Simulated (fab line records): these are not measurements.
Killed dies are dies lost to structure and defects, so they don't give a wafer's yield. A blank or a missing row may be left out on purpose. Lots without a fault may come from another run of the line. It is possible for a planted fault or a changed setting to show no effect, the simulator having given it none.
Which tool was responsible? || flow nand-harc || 24 lots, 72 wafers sampled, at 3 steps of a route of 1159

== WHAT EACH GAUGE READ, for each wafer ==
NHARC_P_BONDPAD_THK_MEAS_20: measures by xrf.
{"lot": "L075", "measured": "day 6 21:06", "on": "film-metro-02", "thk-nm (nm)": "159.9 158.2 158.9"}
{"lot": "L074", "measured": "day 6 22:42", "on": "film-metro-01", "thk-nm (nm)": "160.8 161.3 160.2"}
{"lot": "L077", "measured": "day 7 07:48", "on": "film-metro-02", "thk-nm (nm)": "159.6 160.7 159.4"}
{"lot": "L078", "measured": "day 7 08:07", "on": "film-metro-01", "thk-nm (nm)": "159.0 159.0 159.3"}
{"lot": "L076", "measured": "day 7 08:27", "on": "film-metro-02", "thk-nm (nm)": "159.0 161.7 159.0"}
{"lot": "L079", "measured": "day 7 18:37", "on": "film-metro-02", "thk-nm (nm)": "159.7 159.7 160.7"}
{"lot": "L080", "measured": "day 8 02:17", "on": "film-metro-02", "thk-nm (nm)": "160.5 160.5 160.6"}
{"lot": "L081", "measured": "day 8 03:18", "on": "film-metro-02", "thk-nm (nm)": "160.8 159.6 161.5"}
{"lot": "L082", "measured": "day 8 14:46", "on": "film-metro-01", "thk-nm (nm)": "161.1 160.9 160.8"}
{"lot": "L084", "measured": "day 8 21:11", "on": "film-metro-02", "thk-nm (nm)": "160.9 160.2 159.8"}
{"lot": "L083", "measured": "day 9 07:56", "on": "film-metro-02", "thk-nm (nm)": "157.7 159.6 160.4"}
{"lot": "L088", "measured": "day 9 18:43", "on": "film-metro-02", "thk-nm (nm)": "162.1 160.6 160.4"}
{"lot": "L087", "measured": "day 9 19:12", "on": "film-metro-02", "thk-nm (nm)": "160.9 159.2 159.1"}
{"lot": "L086", "measured": "day 9 19:17", "on": "film-metro-01", "thk-nm (nm)": "157.6 161.0 160.3"}
{"lot": "L085", "measured": "day 9 19:32", "on": "film-metro-02", "thk-nm (nm)": "158.6 158.8 162.3"}
{"lot": "L089", "measured": "day 10 17:38", "on": "film-metro-02", "thk-nm (nm)": "161.5 158.8 162.2"}
{"lot": "L091", "measured": "day 10 18:26", "on": "film-metro-01", "thk-nm (nm)": "161.9 162.3 160.1"}
{"lot": "L090", "measured": "day 10 18:55", "on": "film-metro-01", "thk-nm (nm)": "161.2 160.6 160.7"}
{"lot": "L093", "measured": "day 11 02:28", "on": "film-metro-02", "thk-nm (nm)": "158.0 160.3 159.8"}
{"lot": "L092", "measured": "day 11 02:45", "on": "film-metro-02", "thk-nm (nm)": "160.5 160.7 160.2"}
{"lot": "L094", "measured": "day 11 09:35", "on": "film-metro-02", "thk-nm (nm)": "161.2 160.0 161.7"}
{"lot": "L095", "measured": "day 11 14:33", "on": "film-metro-02", "thk-nm (nm)": "162.3 161.9 163.1"}
{"lot": "L096", "measured": "day 12 00:19", "on": "film-metro-01", "thk-nm (nm)": "162.2 162.6 162.0"}
{"lot": "L097", "measured": "day 12 04:23", "on": "film-metro-02", "thk-nm (nm)": "161.0 159.8 159.8"}

== WHAT TOOL EACH LOT RAN ON (gives the tool, then ch and the chambers of the sampled wafers, and finally the start) ==
{"lot": "L075", "NHARC_P_M2_PRE_CLEAN_30": "pvd-sputter-03, day 6 21:06 or earlier", "NHARC_P_M2_PVD_20": "pvd-sputter-03, day 6 21:06 or earlier"}
{"lot": "L074", "NHARC_P_M2_PRE_CLEAN_30": "pvd-sputter-02, day 6 22:42 or earlier", "NHARC_P_M2_PVD_20": "pvd-sputter-02, day 6 22:42 or earlier"}
{"lot": "L077", "NHARC_P_M2_PRE_CLEAN_30": "pvd-sputter-02, day 7 07:48 or earlier", "NHARC_P_M2_PVD_20": "pvd-sputter-02, day 7 07:48 or earlier"}
{"lot": "L078", "NHARC_P_M2_PRE_CLEAN_30": "pvd-sputter-03, day 7 08:07 or earlier", "NHARC_P_M2_PVD_20": "pvd-sputter-03, day 7 08:07 or earlier"}
{"lot": "L076", "NHARC_P_M2_PRE_CLEAN_30": "pvd-sputter-01, day 7 08:27 or earlier", "NHARC_P_M2_PVD_20": "pvd-sputter-01, day 7 08:27 or earlier"}
{"lot": "L079", "NHARC_P_M2_PRE_CLEAN_30": "pvd-sputter-03, day 7 18:37 or earlier", "NHARC_P_M2_PVD_20": "pvd-sputter-03, day 7 18:37 or earlier"}
{"lot": "L080", "NHARC_P_M2_PRE_CLEAN_30": "pvd-sputter-03, day 8 02:17 or earlier", "NHARC_P_M2_PVD_20": "pvd-sputter-03, day 8 02:17 or earlier"}
{"lot": "L081", "NHARC_P_M2_PRE_CLEAN_30": "pvd-sputter-03, day 8 03:18 or earlier", "NHARC_P_M2_PVD_20": "pvd-sputter-03, day 8 03:18 or earlier"}
{"lot": "L082", "NHARC_P_M2_PRE_CLEAN_30": "pvd-sputter-02, day 8 14:46 or earlier", "NHARC_P_M2_PVD_20": "pvd-sputter-02, day 8 14:46 or earlier"}
{"lot": "L084", "NHARC_P_M2_PRE_CLEAN_30": "pvd-sputter-01, day 8 21:11 or earlier", "NHARC_P_M2_PVD_20": "pvd-sputter-01, day 8 21:11 or earlier"}
{"lot": "L083", "NHARC_P_M2_PRE_CLEAN_30": "pvd-sputter-02, day 9 07:56 or earlier", "NHARC_P_M2_PVD_20": "pvd-sputter-02, day 9 07:56 or earlier"}
{"lot": "L088", "NHARC_P_M2_PRE_CLEAN_30": "pvd-sputter-03, day 9 18:43 or earlier", "NHARC_P_M2_PVD_20": "pvd-sputter-03, day 9 18:43 or earlier"}
{"lot": "L087", "NHARC_P_M2_PRE_CLEAN_30": "pvd-sputter-02, day 9 19:12 or earlier", "NHARC_P_M2_PVD_20": "pvd-sputter-02, day 9 19:12 or earlier"}
{"lot": "L086", "NHARC_P_M2_PRE_CLEAN_30": "pvd-sputter-01, day 9 19:17 or earlier", "NHARC_P_M2_PVD_20": "pvd-sputter-01, day 9 19:17 or earlier"}
{"lot": "L085", "NHARC_P_M2_PRE_CLEAN_30": "pvd-sputter-03, day 9 19:32 or earlier", "NHARC_P_M2_PVD_20": "pvd-sputter-03, day 9 19:32 or earlier"}
{"lot": "L089", "NHARC_P_M2_PRE_CLEAN_30": "pvd-sputter-02, day 10 17:38 or earlier", "NHARC_P_M2_PVD_20": "pvd-sputter-02, day 10 17:38 or earlier"}
{"lot": "L091", "NHARC_P_M2_PRE_CLEAN_30": "pvd-sputter-01, day 10 18:26 or earlier", "NHARC_P_M2_PVD_20": "pvd-sputter-01, day 10 18:26 or earlier"}
{"lot": "L090", "NHARC_P_M2_PRE_CLEAN_30": "pvd-sputter-01, day 10 18:55 or earlier", "NHARC_P_M2_PVD_20": "pvd-sputter-01, day 10 18:55 or earlier"}
{"lot": "L093", "NHARC_P_M2_PRE_CLEAN_30": "pvd-sputter-01, day 11 02:28 or earlier", "NHARC_P_M2_PVD_20": "pvd-sputter-01, day 11 02:28 or earlier"}
{"lot": "L092", "NHARC_P_M2_PRE_CLEAN_30": "pvd-sputter-03, day 11 02:45 or earlier", "NHARC_P_M2_PVD_20": "pvd-sputter-03, day 11 02:45 or earlier"}
{"lot": "L094", "NHARC_P_M2_PRE_CLEAN_30": "pvd-sputter-02, day 11 09:35 or earlier", "NHARC_P_M2_PVD_20": "pvd-sputter-02, day 11 09:35 or earlier"}
{"lot": "L095", "NHARC_P_M2_PRE_CLEAN_30": "pvd-sputter-01, day 11 14:33 or earlier", "NHARC_P_M2_PVD_20": "pvd-sputter-01, day 11 14:33 or earlier"}
{"lot": "L096", "NHARC_P_M2_PRE_CLEAN_30": "pvd-sputter-03, day 12 00:19 or earlier", "NHARC_P_M2_PVD_20": "pvd-sputter-03, day 12 00:19 or earlier"}
{"lot": "L097", "NHARC_P_M2_PRE_CLEAN_30": "pvd-sputter-01, day 12 04:23 or earlier", "NHARC_P_M2_PVD_20": "pvd-sputter-01, day 12 04:23 or earlier"}
- NHARC_P_M2_PRE_CLEAN_30: time 30 s.
- NHARC_P_M2_PVD_20: deposits TaN, target thk 5 nm, time 8.06 s.

== AS READ BY THE TOOLS THEMSELVES (means over the sampled wafers that have a number; for cases with no such wafer, the mark the record gives instead) ==
NHARC_P_M2_PRE_CLEAN_30.
{"lot": "L075", "tool": "pvd-sputter-03", "heater-power-w (W)": 399}
{"lot": "L074", "tool": "pvd-sputter-02", "heater-power-w (W)": 399}
{"lot": "L077", "tool": "pvd-sputter-02", "heater-power-w (W)": 427}
{"lot": "L078", "tool": "pvd-sputter-03", "heater-power-w (W)": 464}
{"lot": "L076", "tool": "pvd-sputter-01", "heater-power-w (W)": 404}
{"lot": "L079", "tool": "pvd-sputter-03", "heater-power-w (W)": 402}
{"lot": "L080", "tool": "pvd-sputter-03", "heater-power-w (W)": 398}
{"lot": "L081", "tool": "pvd-sputter-03", "heater-power-w (W)": 392}
{"lot": "L082", "tool": "pvd-sputter-02", "heater-power-w (W)": 431}
{"lot": "L084", "tool": "pvd-sputter-01", "heater-power-w (W)": 367}
{"lot": "L083", "tool": "pvd-sputter-02", "heater-power-w (W)": 431}
{"lot": "L088", "tool": "pvd-sputter-03", "heater-power-w (W)": 404}
{"lot": "L087", "tool": "pvd-sputter-02", "heater-power-w (W)": 398}
{"lot": "L086", "tool": "pvd-sputter-01", "heater-power-w (W)": 389}
{"lot": "L085", "tool": "pvd-sputter-03", "heater-power-w (W)": 405}
{"lot": "L089", "tool": "pvd-sputter-02", "heater-power-w (W)": 401}
{"lot": "L091", "tool": "pvd-sputter-01", "heater-power-w (W)": 336}
{"lot": "L090", "tool": "pvd-sputter-01", "heater-power-w (W)": 423}
{"lot": "L093", "tool": "pvd-sputter-01", "heater-power-w (W)": 411}
{"lot": "L092", "tool": "pvd-sputter-03", "heater-power-w (W)": 440}
{"lot": "L094", "tool": "pvd-sputter-02", "heater-power-w (W)": 467}
{"lot": "L095", "tool": "pvd-sputter-01", "heater-power-w (W)": 364}
{"lot": "L096", "tool": "pvd-sputter-03", "heater-power-w (W)": 386}
{"lot": "L097", "tool": "pvd-sputter-01", "heater-power-w (W)": 389}

NHARC_P_M2_PVD_20.
{"lot": "L075", "tool": "pvd-sputter-03", "chamber-pressure-pa (Pa)": 0.12, "throttle-valve-pct (%)": 29.4}
{"lot": "L074", "tool": "pvd-sputter-02", "chamber-pressure-pa (Pa)": 0.12, "throttle-valve-pct (%)": 30.1}
{"lot": "L077", "tool": "pvd-sputter-02", "chamber-pressure-pa (Pa)": 0.12, "throttle-valve-pct (%)": 29.4}
{"lot": "L078", "tool": "pvd-sputter-03", "chamber-pressure-pa (Pa)": 0.12, "throttle-valve-pct (%)": 29.2}
{"lot": "L076", "tool": "pvd-sputter-01", "chamber-pressure-pa (Pa)": 0.12, "throttle-valve-pct (%)": 28.5}
{"lot": "L079", "tool": "pvd-sputter-03", "chamber-pressure-pa (Pa)": 0.12, "throttle-valve-pct (%)": 29.4}
{"lot": "L080", "tool": "pvd-sputter-03", "chamber-pressure-pa (Pa)": 0.12, "throttle-valve-pct (%)": 29.8}
{"lot": "L081", "tool": "pvd-sputter-03", "chamber-pressure-pa (Pa)": 0.12, "throttle-valve-pct (%)": 30.7}
{"lot": "L082", "tool": "pvd-sputter-02", "chamber-pressure-pa (Pa)": 0.12, "throttle-valve-pct (%)": 29.4}
{"lot": "L084", "tool": "pvd-sputter-01", "chamber-pressure-pa (Pa)": 0.12, "throttle-valve-pct (%)": 30.0}
{"lot": "L083", "tool": "pvd-sputter-02", "chamber-pressure-pa (Pa)": 0.12, "throttle-valve-pct (%)": 29.6}
{"lot": "L088", "tool": "pvd-sputter-03", "chamber-pressure-pa (Pa)": 0.12, "throttle-valve-pct (%)": 30.3}
{"lot": "L087", "tool": "pvd-sputter-02", "chamber-pressure-pa (Pa)": 0.12, "throttle-valve-pct (%)": 28.6}
{"lot": "L086", "tool": "pvd-sputter-01", "chamber-pressure-pa (Pa)": 0.12, "throttle-valve-pct (%)": 29.9}
{"lot": "L085", "tool": "pvd-sputter-03", "chamber-pressure-pa (Pa)": 0.12, "throttle-valve-pct (%)": 29.2}
{"lot": "L089", "tool": "pvd-sputter-02", "chamber-pressure-pa (Pa)": 0.12, "throttle-valve-pct (%)": 30.4}
{"lot": "L091", "tool": "pvd-sputter-01", "chamber-pressure-pa (Pa)": 0.12, "throttle-valve-pct (%)": 29.6}
{"lot": "L090", "tool": "pvd-sputter-01", "chamber-pressure-pa (Pa)": 0.12, "throttle-valve-pct (%)": 29.9}
{"lot": "L093", "tool": "pvd-sputter-01", "chamber-pressure-pa (Pa)": 0.12, "throttle-valve-pct (%)": 29.9}
{"lot": "L092", "tool": "pvd-sputter-03", "chamber-pressure-pa (Pa)": 0.12, "throttle-valve-pct (%)": 29.6}
{"lot": "L094", "tool": "pvd-sputter-02", "chamber-pressure-pa (Pa)": 0.12, "throttle-valve-pct (%)": 29.7}
{"lot": "L095", "tool": "pvd-sputter-01", "chamber-pressure-pa (Pa)": 0.12, "throttle-valve-pct (%)": 30.0}
{"lot": "L096", "tool": "pvd-sputter-03", "chamber-pressure-pa (Pa)": 0.12, "throttle-valve-pct (%)": 29.5}
{"lot": "L097", "tool": "pvd-sputter-01", "chamber-pressure-pa (Pa)": 0.12, "throttle-valve-pct (%)": 29.6}

== THE ANSWER, worked out from the rows above alone ==
Rule: usual is defined by the lots themselves. Put in order of their means at a reading, lots are off if they are a third of the lots or fewer, leave a main group of 4 or more, and stand apart from it by a gap of 3 or more times the standard deviation of the main group's means; of several such gaps the widest counts. The tables above print the reading to a certain number of digits; a main group whose means all agree to those digits is not used. A lot without any number at a reading at which 4 lots or more have one is off too. Where the step has rows for the other lots, those lots are counted as sound. After the gauges, taken in route order, come the tools' own readings; for these a lot's mean is taken, as printed above. The first step at which some lot is off is used, and at that step the reading that is off furthest; a lot without a number counts as furthest.
Across all readings shown, no lot is off: no conclusion can be drawn from this.

== WHAT THE SIMULATOR HAD PUT IN ==
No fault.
